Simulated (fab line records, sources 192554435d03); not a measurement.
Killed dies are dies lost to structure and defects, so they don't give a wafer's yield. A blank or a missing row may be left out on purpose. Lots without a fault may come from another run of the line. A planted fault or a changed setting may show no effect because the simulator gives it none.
fab line records | flow n5_finfet
record lots=9 wafers=27 last_day=19
route steps=1938 shown BEOL_M0@735 BEOL_M1@751 BEOL_M4@1111 PASSIVATION@1936
lots that met no fault: from a run of the same line without faults
start_h: hours from the record's first day to the start of the lot's first wafer shown | wait_h: hours since the lot's step before | " the same as in the row above | L1.1+2: a row that stands for several wafers | - no value, or no start given | * or withheld: withheld | < > ~ a bound
route shown NAME@n: a module of which the file shows steps, and the number in the route of the first | usual: mean/standard deviation of fault-free wafers | same: alike in all rows | chamber/n: place in a boat | sites: the reading at each site | _std_site: their standard deviation | _edge_site: outer sites' mean less inner sites' | radius_mm: how far each site lies from the wafer's centre | mask NAME#n: copy n | behind: the tool/chamber that last shaped the wafer | hold: why the lot was held/for how many hours/how that ended | device: the transistor (n, p or np) that didn't switch | end of line: the same wafers' tests at the end of the route | a step without rows: its recipe alone | killed: dies lost to structure and defects at the first sort, not the wafer's yield | map: a wafer's dies, x killed, . not, _ none there
set.NAME: the setting as run; set.NAME@STEP: as run at that earlier step | model.NAME: the simulator's own value behind a step, which no gauge read
steps of the route over a sample of lots; a table a step, a row a wafer
services: from which hour (start_h, from the record's first day; less than 0 if before it) a tool's chamber was out of use, for how many hours, and why
## steps
# step N5_BEOL_M0_ANNEAL_117
# recipe temp_c=400 time_s=60 ambient=vacuum
# usual heater_power_w=832/77
# columns lot.wafer tool chamber start_h wait_h heater_power_w
L286.3 pvd_sputter-03 - 124.82 0.0 893
L286.4 " - " " 733
L286.5 " - " " 752
L291.1 pvd_sputter-01 - 163.99 0.0 929
L291.2 " - " " 740
L291.6 " - " " 735
L292.1 pvd_sputter-03 - 166.42 0.0 873
L292.2 " - " " 734
L292.5 " - " " 914
L296.3 pvd_sputter-02 - 194.40 0.0 764
L296.5 " - " " 862
L296.6 " - " " 750
L299.3 pvd_sputter-01 - 207.60 0.0 914
L299.4 " - " " 914
L299.6 " - " " 935
L301.2 pvd_sputter-01 - 220.86 0.0 935
L301.4 " - " " 828
L301.5 " - " " 725
L302.2 pvd_sputter-01 - 224.86 0.0 934
L302.4 " - " " 722
L302.5 " - " " 939
L303.1 pvd_sputter-01 - 230.45 0.0 823
L303.3 " - " " 937
L303.4 " - " " 726
L304.2 pvd_sputter-02 - 237.32 0.0 843
L304.3 " - " " 771
L304.4 " - " " 844
# step N5_BEOL_M0_PRE_CLEAN_131
# recipe gas=NH3/H2 time_s=15 temp_c=* rf_power_w=300
# usual heater_power_w=90/6.8 rf_fwd_power_W=296.1/1.2
# columns lot.wafer tool chamber start_h wait_h heater_power_w rf_fwd_power_W
L286.3 cvd_co-01 0 125.95 0.1 96 297.7
L286.4 " 2 " " 86 296.3
L286.5 " 0 " " 93 297.4
L291.1 cvd_co-02 1 165.10 0.0 90 295.5
L291.2 " 2 " " 79 294.0
L291.6 " 0 " " 103 298.2
L292.1 cvd_co-02 2 168.03 0.0 82 295.9
L292.2 " 0 " " 99 297.0
L292.5 " 0 " " 101 297.2
L296.3 cvd_co-02 1 195.52 0.0 90 294.4
L296.5 " 1 " " 89 294.8
L296.6 " 2 " " 81 294.6
L299.3 cvd_co-01 2 209.32 0.0 88 298.7
L299.4 " 2 " " 89 298.4
L299.6 " 0 " " 94 297.7
L301.2 cvd_co-02 0 221.96 0.0 102 296.3
L301.4 " 1 " " 90 295.2
L301.5 " 2 " " 78 296.2
L302.2 cvd_co-02 1 225.96 0.0 91 295.2
L302.4 " 0 " " 102 295.8
L302.5 " 2 " " 78 294.7
L303.1 cvd_co-01 2 231.68 0.0 90 295.8
L303.3 " 1 " " 88 297.3
L303.4 " 0 " " 94 296.2
L304.2 cvd_co-01 2 238.43 0.0 88 298.6
L304.3 " 1 " " 89 294.9
L304.4 " 2 " " 89 297.3
# step N5_BEOL_M1_ILD_DEP_00
# recipe material=SiOC target_thk_a=790 temp_c=350 precursor=DEMS/O2 pressure_torr=5 rf_w=500 time_s=15.3
# usual chamber_pressure_Torr=5.002/0.011 heater_power_w=507/85 rf_fwd_power_W=494.1/2.6 showerhead_plenum_p_Torr=5.693/0.015 throttle_valve_pct=11.9/0.33
# columns lot.wafer tool chamber start_h wait_h chamber_pressure_Torr heater_power_w rf_fwd_power_W showerhead_plenum_p_Torr throttle_valve_pct
L286.3 pecvd-03 2 126.27 0.0 4.990 586 494.0 5.693 12.3
L286.4 " 0 " " 5.010 401 495.4 5.712 11.8
L286.5 " 2 " " 4.993 608 491.2 5.684 12.3
L291.1 pecvd-02 0 165.38 0.0 4.996 422 494.2 5.688 12.1
L291.2 " 1 " " 4.996 529 490.6 5.686 11.7
L291.6 " 0 " " 4.994 417 494.2 5.681 12.0
L292.1 pecvd-03 2 168.32 0.0 5.006 644 488.7 5.689 12.5
L292.2 " 1 " " 5.008 457 497.9 5.706 11.7
L292.5 " 2 " " 4.999 635 489.8 5.695 12.2
L296.3 pecvd-03 0 195.81 0.0 5.010 442 495.8 5.711 11.8
L296.5 " 1 " " 5.016 463 495.5 5.713 11.9
L296.6 " 2 " " 5.019 554 492.2 5.689 12.6
L299.3 pecvd-03 1 209.62 0.1 5.010 476 493.8 5.702 11.8
L299.4 " 0 " " 5.010 430 497.1 5.701 11.8
L299.6 " 1 " " 5.019 482 494.2 5.703 11.9
L301.2 pecvd-02 2 222.25 0.0 4.997 671 493.9 5.701 11.6
L301.4 " 2 " " 5.000 675 492.9 5.690 11.7
L301.5 " 0 " " 5.009 452 492.9 5.673 11.8
L302.2 pecvd-04 2 226.25 0.0 5.003 523 494.7 5.690 12.0
L302.4 " 2 " " 5.001 533 495.2 5.688 11.6
L302.5 " 1 " " 5.004 630 496.4 5.699 12.1
L303.1 pecvd-02 0 231.96 0.0 5.001 486 493.9 5.681 12.2
L303.3 " 2 " " 5.006 587 493.3 5.700 11.8
L303.4 " 2 " " 4.975 578 492.9 5.690 11.7
L304.2 pecvd-02 1 238.72 0.0 4.997 504 489.4 5.684 11.7
L304.3 " 0 " " 5.012 470 495.2 5.676 12.4
L304.4 " 1 " " 4.996 502 488.1 5.671 11.8
# step N5_BEOL_M1_THK_MEAS_01
# recipe reads=SiOC_of_BEOL_M1_ILD_DEP_00
# usual M1_ILD_THK=79.1/0.92
# columns lot.wafer tool chamber start_h wait_h M1_ILD_THK[nm]
L286.3 film_metro-01 - 126.34 0.1 79.8
L286.4 " - " " 80.5
L286.5 " - " " 80.8
L291.1 film_metro-02 - 165.46 0.1 79.0
L291.2 " - " " 77.7
L291.6 " - " " 79.8
L292.1 film_metro-01 - 168.39 0.0 77.9
L292.2 " - " " 78.5
L292.5 " - " " 79.7
L296.3 film_metro-01 - 195.88 0.1 78.6
L296.5 " - " " 80.5
L296.6 " - " " 120.4
L299.3 film_metro-01 - 209.69 0.1 80.2
L299.4 " - " " 120.1
L299.6 " - " " 119.2
L301.2 film_metro-01 - 222.32 0.1 78.0
L301.4 " - " " 80.5
L301.5 " - " " 80.3
L302.2 film_metro-02 - 226.31 0.1 79.3
L302.4 " - " " 80.4
L302.5 " - " " 80.1
L303.1 film_metro-02 - 232.03 0.0 78.3
L303.3 " - " " 78.6
L303.4 " - " " 79.4
L304.2 film_metro-02 - 238.79 0.1 77.0
L304.3 " - " " 76.9
L304.4 " - " " 78.9
# step N5_BEOL_M1_PECVD_72
# recipe material=SiO2 target_thk_a=160 temp_c=400 precursor=TEOS/O2 pressure_torr=5.5 rf_w=450 teos_flow_sccm=53.8 gas=O2 flow_sccm=3000 time_s=18
# usual chamber_pressure_Torr=5.499/0.012 heater_power_w=753/100 rf_fwd_power_W=444.7/2.1 showerhead_plenum_p_Torr=8.77/0.059 throttle_valve_pct=22.3/0.51
# columns lot.wafer tool chamber start_h wait_h chamber_pressure_Torr heater_power_w rf_fwd_power_W showerhead_plenum_p_Torr throttle_valve_pct
L286.3 pecvd-02 1 126.37 0.0 5.495 678 441.3 8.66 22.1
L286.4 " 1 " " 5.503 672 442.1 8.66 22.3
L286.5 " 2 " " 5.487 838 446.6 8.80 21.7
L291.1 pecvd-04 2 165.50 0.0 5.493 743 444.6 8.75 21.8
L291.2 " 1 " " 5.506 909 446.7 8.79 22.7
L291.6 " 1 " " 5.503 938 446.2 8.78 23.0
L292.1 pecvd-03 0 168.42 0.0 5.513 638 449.4 8.88 22.3
L292.2 " 2 " " 5.489 862 443.8 8.76 23.2
L292.5 " 0 " " 5.503 630 446.7 8.85 22.4
L296.3 pecvd-02 2 195.91 0.0 5.520 970 444.1 8.79 22.0
L296.5 " 0 " " 5.499 733 443.8 8.67 23.1
L296.6 " 1 " " 5.504 812 442.8 8.69 22.3
L299.3 pecvd-04 2 209.73 0.0 5.485 776 446.9 8.72 21.9
L299.4 " 1 " " 5.509 909 445.1 8.79 22.6
L299.6 " 0 " " 5.508 621 447.6 8.77 22.7
L301.2 pecvd-03 0 222.36 0.0 5.496 615 446.0 8.87 22.2
L301.4 " 1 " " 5.487 616 448.7 8.88 22.2
L301.5 " 0 " " 5.503 614 448.0 8.85 22.3
L302.2 pecvd-02 0 226.35 0.0 5.484 748 444.5 8.72 22.9
L302.4 " 1 " " 5.502 771 440.6 8.67 22.3
L302.5 " 0 " " 5.477 782 446.3 8.71 22.9
L303.1 pecvd-04 1 232.07 0.0 5.488 848 443.1 8.78 22.7
L303.3 " 2 " " 5.501 672 442.3 8.76 22.0
L303.4 " 2 " " 5.488 658 444.2 8.74 21.9
L304.2 pecvd-03 1 238.83 0.0 5.467 676 446.3 8.85 22.1
L304.3 " 0 " " 5.509 562 448.0 8.84 22.2
L304.4 " 0 " " 5.486 576 447.0 8.85 22.4
# step N5_BEOL_M4_RC_MEAS_101
# usual DIBL_N=36.0/1.3 DIBL_P=36.2/1.7 IOFF_N=0.155/0.024 IOFF_P=0.21/0.034 ION_N=674/9 ION_P=463/7.1 SS_N=71.4/0.5 SS_P=73.4/0.57 VT_N=250.0/2.8 VT_P=-251/3.2
# columns lot.wafer tool chamber start_h wait_h DIBL_N[mV/V] DIBL_P[mV/V] IOFF_N[nA/um] IOFF_P[nA/um] ION_N[uA/um] ION_P[uA/um] SS_N[mV/dec] SS_P[mV/dec] VT_N[mV] VT_P[mV]
L286.3 prober-01 0 211.10 0.3 34.4 34.2 0.113 0.17 654 457 70.8 72.5 255.3 -254
L286.4 " 0 " " 32.8 32.1 0.097 0.14 654 454 70.5 72.9 255.2 -256
L286.5 " 0 " " 34.7 34.6 0.123 0.18 664 460 71.1 73.6 254.6 -253
L292.1 prober-02 0 265.81 0.0 33.4 33.2 0.119 0.16 674 468 70.7 72.5 250.9 -252
L292.2 " 0 " " 37.6 38.7 0.184 0.24 687 469 71.9 74.5 246.6 -245
L292.5 " 0 " " 34.8 34.7 0.129 0.19 670 466 71.7 72.3 250.3 -252
L296.3 prober-02 0 281.25 0.3 37.5 39.4 0.196 0.24 679 463 72.0 74.1 245.8 -251
L296.5 " 0 " " 38.5 40.3 0.211 0.26 686 470 72.0 74.4 245.1 -248
L304.2 prober-02 0 296.02 0.2 38.0 38.1 0.182 0.29 677 472 71.6 74.0 249.0 -244
L304.3 " 0 " " 38.5 38.8 0.194 0.30 677 472 72.2 74.7 250.4 -244
L304.4 " 0 " " 37.6 37.3 0.169 0.27 682 474 71.2 73.8 250.2 -244
L301.2 prober-02 0 311.95 0.2 37.7 36.4 0.176 0.26 683 472 71.4 74.0 245.8 -246
L301.4 " 0 " " 35.4 33.7 0.134 0.21 668 465 72.0 73.5 247.5 -246
L301.5 " 0 " " 38.0 37.1 0.192 0.28 678 473 72.3 73.9 245.9 -243
L299.3 prober-01 0 315.22 0.3 35.1 35.2 0.152 0.23 678 474 70.9 72.6 250.0 -247
L302.2 prober-02 0 319.44 0.2 38.0 38.0 0.180 0.24 680 466 71.8 73.8 249.6 -252
L302.4 " 0 " " 36.2 36.0 0.142 0.20 664 459 71.0 73.3 249.0 -252
L302.5 " 0 " " 36.5 35.8 0.143 0.20 667 463 71.7 73.8 253.3 -252
L303.1 prober-01 0 322.20 0.0 35.4 37.6 0.143 0.19 670 459 71.4 73.7 252.1 -254
L303.3 " 0 " " 34.7 37.2 0.137 0.18 666 456 71.4 73.1 250.1 -253
L303.4 " 0 " " 35.4 38.1 0.149 0.20 676 467 72.0 73.9 250.3 -251
L291.1 prober-02 0 347.29 0.0 36.1 37.0 0.162 0.20 674 458 71.9 73.4 249.5 -251
L291.2 " 0 " " 36.3 37.2 0.155 0.20 663 451 71.7 72.9 251.1 -254
L291.6 " 0 " " 34.5 35.2 0.132 0.18 660 453 71.2 73.7 252.5 -254
# step N5_PASSIVATION_PROBE_49
# usual defect_limited_yield=90.8/1.7 killed_at_M0_to_M3=37/12 killed_at_M4_up=15/5.6 killed_at_contacts=13/6.9 killed_at_front_end=40/11 killed_at_other=4/3.2 killed_dies=109/20 killed_on_rim=14/4.3 killed_open=73/15 killed_short=35/8.3 sort_bin_5_function=5.4/1.1 sort_bin_6_memory=3.5/0.73 sort_n_pass=1071/20 sort_yield_pct=90.8/1.7
# same gross_dies=1180 killed_at_back_side=0 sort_bin_4_leakage[%]=0 sort_bin_8_speed[%]=0
# columns lot.wafer tool chamber start_h wait_h defect_limited_yield[%] killed_at_M0_to_M3 killed_at_M4_up killed_at_contacts killed_at_front_end killed_at_other killed_dies killed_on_rim killed_open killed_short sort_bin_5_function[%] sort_bin_6_memory[%] sort_n_pass sort_yield_pct[%]
L296.3 prober-01 - 398.08 0.1 89.9 72 8 15 22 2 119 17 82 36 5.4 4.0 1061 89.9
L296.5 prober-01 - 398.18 0.2 87.5 74 17 12 45 0 148 27 104 43 7.6 4.7 1032 87.5
L296.6 prober-01 - 398.23 0.3 0 1106 4 9 53 8 1180 152 103 44 95.0 4.7 0 0
L304.2 prober-01 - 407.75 0.2 88.3 47 20 34 34 3 138 18 87 49 7.3 4.2 1042 88.3
L304.3 prober-01 - 407.80 0.2 90.1 47 12 33 22 3 117 13 78 36 5.5 4.1 1063 90.1
L304.4 prober-01 - 407.85 0.3 89.2 56 13 24 34 1 128 15 93 34 6.3 4.1 1052 89.2
L299.3 prober-02 - 426.95 0.1 91.6 36 8 12 33 10 99 16 58 41 5.5 2.7 1081 91.6
L299.4 prober-02 - 427.00 0.2 0 1113 11 21 34 1 1180 152 64 42 96.3 3.4 0 0
L299.6 prober-02 - 427.10 0.3 0 1124 14 9 24 9 1180 152 58 25 96.9 3.0 0 0
L303.1 prober-01 - 431.19 0.0 90.4 20 26 16 44 7 113 12 79 33 5.7 3.4 1067 90.4
L303.3 prober-01 - 431.29 0.1 92.0 24 21 9 38 2 94 12 57 37 5.2 2.5 1086 92.0
L303.4 prober-01 - 431.34 0.2 89.9 48 10 8 51 2 119 11 80 38 5.8 4.0 1061 89.9
# killed by level:class
L296.3 BEOL_M2:geometric_particle:open=21 BEOL_M3:geometric_particle:open=17 MOL_CONTACT_COAG:geometric_particle:open=12 BEOL_M0_SAQP:geometric_particle:short=11 BEOL_M0_SAQP:geometric_particle:open=10 FIN_SAQP:geometric_particle:short=4 STI_FIN_REVEAL:geometric_particle:open=4 DUMMY_GATE:geometric_particle:open=4
L296.5 BEOL_M2:geometric_particle:open=21 BEOL_M3:geometric_particle:open=19 MOL_CONTACT_COAG:geometric_particle:open=11 STI_FIN_REVEAL:geometric_particle:open=10 BEOL_M0_SAQP:geometric_particle:open=9 BEOL_M0_SAQP:geometric_particle:short=9 BEOL_M4:geometric_particle:open=8 FIN_SAQP:geometric_particle:short=6
L296.6 BEOL_M1:area_etch=1033 BEOL_M2:geometric_particle:open=24 BEOL_M0_SAQP:geometric_particle:open=14 FIN_SAQP:geometric_particle:open=13 STI_FIN_REVEAL:geometric_particle:open=12 BEOL_M0_SAQP:geometric_particle:short=9 BEOL_M2:geometric_particle:short=9 MOL_CONTACT_COAG:geometric_particle:open=8
L304.2 MOL_CONTACT_COAG:geometric_particle:open=26 BEOL_M0_SAQP:geometric_particle:short=16 BEOL_M0_SAQP:geometric_particle:open=14 MOL_CONTACT_COAG:geometric_particle:short=8 GATE_CUT:geometric_particle:short=7 BEOL_M4:geometric_particle:open=7 FIN_SAQP:geometric_particle:open=6 BEOL_M3:geometric_particle:open=5
L304.3 MOL_CONTACT_COAG:geometric_particle:open=26 BEOL_M0_SAQP:geometric_particle:short=13 BEOL_M0_SAQP:geometric_particle:open=11 BEOL_M4:geometric_particle:open=7 MOL_CONTACT_COAG:geometric_particle:short=7 BEOL_M0:geometric_particle:open=7 BEOL_M3:geometric_particle:open=7 STARTING-WAFER:geometric_particle:open=4
L304.4 MOL_CONTACT_COAG:geometric_particle:open=20 BEOL_M3:geometric_particle:open=17 BEOL_M0_SAQP:geometric_particle:open=14 FIN_SAQP:geometric_particle:open=11 BEOL_M0_SAQP:geometric_particle:short=9 STI_FIN_REVEAL:geometric_particle:open=7 BEOL_M0:geometric_particle:open=6 FIN_SAQP:geometric_particle:short=5
L299.3 MOL_CONTACT_COAG:geometric_particle:open=10 BEOL_M0_SAQP:geometric_particle:short=10 FIN_SAQP:geometric_particle:open=8 BEOL_M2:geometric_particle:open=7 STI_FIN_REVEAL:geometric_particle:open=6 BEOL_M0_SAQP:geometric_particle:open=6 FIN_SAQP:geometric_particle:short=5 BEOL_M2:geometric_particle:short=5
L299.4 BEOL_M1:area_etch=1072 MOL_CONTACT_COAG:geometric_particle:open=14 BEOL_M0_SAQP:geometric_particle:open=12 BEOL_M0_SAQP:geometric_particle:short=11 GATE_CUT:geometric_particle:open=7 MOL_CONTACT_COAG:geometric_particle:short=7 BEOL_M2:geometric_particle:open=7 BEOL_M2:geometric_particle:short=5
L299.6 BEOL_M1:area_etch=1096 BEOL_M2:geometric_particle:open=10 MOL_CONTACT_COAG:geometric_particle:open=7 BEOL_M0_SAQP:geometric_particle:open=7 BEOL_M4:geometric_particle:open=6 STI_FIN_REVEAL:geometric_particle:open=5 PASS1_DEP:geometric_particle:short=5 BEOL_M0_SAQP:geometric_particle:short=4
L303.1 MOL_CONTACT_COAG:geometric_particle:open=13 STI_FIN_REVEAL:geometric_particle:open=9 BEOL_M4:geometric_particle:open=9 FIN_SAQP:geometric_particle:open=7 FIN_SAQP:geometric_particle:short=6 BEOL_M3:geometric_particle:open=6 BEOL_M5:geometric_particle:open=6 BEOL_M7:geometric_particle:open=5
L303.3 BEOL_M4:geometric_particle:open=15 FIN_SAQP:geometric_particle:open=12 FIN_SAQP:geometric_particle:short=7 MOL_CONTACT_COAG:geometric_particle:open=6 BEOL_M0_SAQP:geometric_particle:short=6 BEOL_M0_SAQP:geometric_particle:open=5 STI_FIN_REVEAL:geometric_particle:open=4 BEOL_M3:geometric_particle:open=4
L303.4 FIN_SAQP:geometric_particle:open=18 FIN_SAQP:geometric_particle:short=15 BEOL_M0_SAQP:geometric_particle:open=11 BEOL_M0_SAQP:geometric_particle:short=10 STI_FIN_REVEAL:geometric_particle:open=7 MOL_CONTACT_COAG:geometric_particle:open=7 BEOL_M1:geometric_particle:open=7 BEOL_M3:geometric_particle:open=7
## services
# columns tool chamber start_h hours kind
pvd_sputter-01 - 106.85 4.6 repair
pecvd-02 1 114.09 6.0 repair
cvd_co-01 1 114.67 - clean
cvd_co-01 1 114.67 22.0 scheduled_down
cvd_co-01 1 114.67 22.0 vent_cycle
pvd_sputter-03 - 118.44 0.6 repair
pecvd-03 - 122.54 2.8 pm
pecvd-02 0 122.80 2.1 scheduled_down
pvd_sputter-02 - 143.09 2.5 repair
cvd_co-01 0 165.28 16.0 repair
cvd_co-01 - 178.26 0.5 repair
pecvd-03 2 202.38 - clean
pecvd-03 2 202.38 - consumable_replace:showerhead
pecvd-03 2 202.38 29.0 scheduled_down
pecvd-03 2 202.38 29.0 vent_cycle
pecvd-04 2 209.60 - calibration
## key
first_sign step=N5_BEOL_M1_THK_MEAS_01 reading=M1_ILD_THK direction=up sigmas=45 usual=79.1 struck=119.9
effect step=N5_PASSIVATION_PROBE_49 reading=killed_at_M0_to_M3 direction=up sigmas=89 usual=37 struck=1114
more_kills_born_at N5_BEOL_M1_ETCH_41@rie_diel-03=3201
met_at N5_BEOL_M1_ILD_DEP_00
struck_lots L296,L299
struck_wafers L296.6,L299.4,L299.6
later_rows_left_out L296.6,L299.4,L299.6
not_acting_at N5_BEOL_M0_ANNEAL_117,N5_BEOL_M0_PRE_CLEAN_131,N5_BEOL_M1_PECVD_72
onset_between 168.32 195.81
fault kind=process_parameter_drift tool=pecvd-03 chamber=- onset_h=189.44 steps=N5_BEOL_M1_ILD_DEP_00 channel=time_s offset=* shape=step end_h=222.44 scope=struck_wafers_only acts_in=* stated=*
# later_rows_left_out: the simulator's readings of these wafers behind a module that went badly wrong aren't trusted and aren't shown, but for the sort
